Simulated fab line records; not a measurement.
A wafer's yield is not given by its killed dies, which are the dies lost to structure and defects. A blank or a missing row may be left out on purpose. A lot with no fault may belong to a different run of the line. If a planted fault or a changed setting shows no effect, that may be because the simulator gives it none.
The tool behind it: which one? :: flow n5Finfet :: 9 lots with 27 wafers sampled at 4 steps, on a route of 1938 steps

## WHAT THE GAUGES SHOWED, per wafer
N5_BEOL_M1_OCD_MEAS_38.
lot: L424
measured: day 7 01:05
on: ocd-01
trenchDepthNm (nm): 56.4 56.2 55.8

lot: L425
measured: day 7 11:49
on: ocd-01
trenchDepthNm (nm): 55.7 54.0 54.2

lot: L426
measured: day 7 15:55
on: ocd-01
trenchDepthNm (nm): 55.7 55.7 54.5

lot: L429
measured: day 8 13:09
on: ocd-02
trenchDepthNm (nm): 55.2 55.3 54.9

lot: L438
measured: day 10 14:47
on: ocd-02
trenchDepthNm (nm): 53.8 54.4 53.1

lot: L440
measured: day 10 21:22
on: ocd-01
trenchDepthNm (nm): 54.9 53.7 54.9

lot: L441
measured: day 11 02:53
on: ocd-01
trenchDepthNm (nm): 56.1 54.9 54.8

lot: L442
measured: day 11 10:14
on: ocd-02
trenchDepthNm (nm): 55.3 55.2 53.6

lot: L444
measured: day 11 21:41
on: ocd-02
trenchDepthNm (nm): 53.8 54.8 54.9

## WHAT TOOL EACH LOT RAN ON (gives the tool, then ch and the chambers of the sampled wafers, and finally the start)
lot: L424
N5_BEOL_M1_ETCH_70: rieDiel-04 ch 0,1,3, day 7 00:44
N5_BEOL_M1_TRENCH_ETCH_37: rieDiel-04 ch 0,1,3, day 7 01:05 or earlier
N5_BEOL_M1_ETCH_41: rieDiel-04 ch 0,1,3, day 7 01:05 or earlier

lot: L425
N5_BEOL_M1_ETCH_70: rieDiel-05 ch 1,3, day 7 11:28
N5_BEOL_M1_TRENCH_ETCH_37: rieDiel-05 ch 1,3, day 7 11:49 or earlier
N5_BEOL_M1_ETCH_41: rieDiel-05 ch 1,3, day 7 11:49 or earlier

lot: L426
N5_BEOL_M1_ETCH_70: rieDiel-05 ch 1,2,3, day 7 15:34
N5_BEOL_M1_TRENCH_ETCH_37: rieDiel-05 ch 1,2,3, day 7 15:55 or earlier
N5_BEOL_M1_ETCH_41: rieDiel-05 ch 1,2,3, day 7 15:55 or earlier

lot: L429
N5_BEOL_M1_ETCH_70: rieDiel-02 ch 0, day 8 12:38
N5_BEOL_M1_TRENCH_ETCH_37: rieDiel-02 ch 0, day 8 13:09 or earlier
N5_BEOL_M1_ETCH_41: rieDiel-02 ch 0, day 8 13:09 or earlier

lot: L438
N5_BEOL_M1_ETCH_70: rieDiel-02 ch 0,2, day 10 14:26
N5_BEOL_M1_TRENCH_ETCH_37: rieDiel-02 ch 0,2, day 10 14:47 or earlier
N5_BEOL_M1_ETCH_41: rieDiel-02 ch 0,2, day 10 14:47 or earlier

lot: L440
N5_BEOL_M1_ETCH_70: rieDiel-05 ch 0,1,3, day 10 21:01
N5_BEOL_M1_TRENCH_ETCH_37: rieDiel-05 ch 0,1,3, day 10 21:22 or earlier
N5_BEOL_M1_ETCH_41: rieDiel-05 ch 0,1,3, day 10 21:22 or earlier

lot: L441
N5_BEOL_M1_ETCH_70: rieDiel-05 ch 0,2, day 11 02:31
N5_BEOL_M1_TRENCH_ETCH_37: rieDiel-05 ch 0,2, day 11 02:53 or earlier
N5_BEOL_M1_ETCH_41: rieDiel-05 ch 0,2, day 11 02:53 or earlier

lot: L442
N5_BEOL_M1_ETCH_70: rieDiel-05 ch 1,2,3, day 11 09:53
N5_BEOL_M1_TRENCH_ETCH_37: rieDiel-05 ch 1,2,3, day 11 10:14 or earlier
N5_BEOL_M1_ETCH_41: rieDiel-05 ch 1,2,3, day 11 10:14 or earlier

lot: L444
N5_BEOL_M1_ETCH_70: rieDiel-05 ch 0,1,3, day 11 21:20
N5_BEOL_M1_TRENCH_ETCH_37: rieDiel-05 ch 0,1,3, day 11 21:41 or earlier
N5_BEOL_M1_ETCH_41: rieDiel-05 ch 0,1,3, day 11 21:41 or earlier
- N5_BEOL_M1_ETCH_70: etches SOC in N2/H2, target depth 80 nm, overetch 16 nm, time 120 s.
- N5_BEOL_M1_TRENCH_ETCH_37: etches SiOC in C4F6/O2, target depth 55.207 nm, time 29 s.
- N5_BEOL_M1_ETCH_41: etches SiCN in CH3F/O2, target depth 31.9 nm, time 57.8 s.

## THE ANSWER, worked out from the rows above alone
Rule: the lots themselves supply what counts as usual. Put in order of their means at a reading, lots are off if they are a third of the lots or fewer, leave a main group of 4 or more, and stand apart from it by a gap of 3 or more times the standard deviation of the main group's means; of several such gaps the widest counts. If all means in a main group match to the digits the tables above print for the reading, that group is not used. A lot without any number at a reading at which 4 lots or more have one is off too. Where the step has rows for the other lots, those lots are counted as sound.
Across all readings shown, no lot is off: no conclusion can be drawn from this.

## WHAT THE SIMULATOR PUT IN
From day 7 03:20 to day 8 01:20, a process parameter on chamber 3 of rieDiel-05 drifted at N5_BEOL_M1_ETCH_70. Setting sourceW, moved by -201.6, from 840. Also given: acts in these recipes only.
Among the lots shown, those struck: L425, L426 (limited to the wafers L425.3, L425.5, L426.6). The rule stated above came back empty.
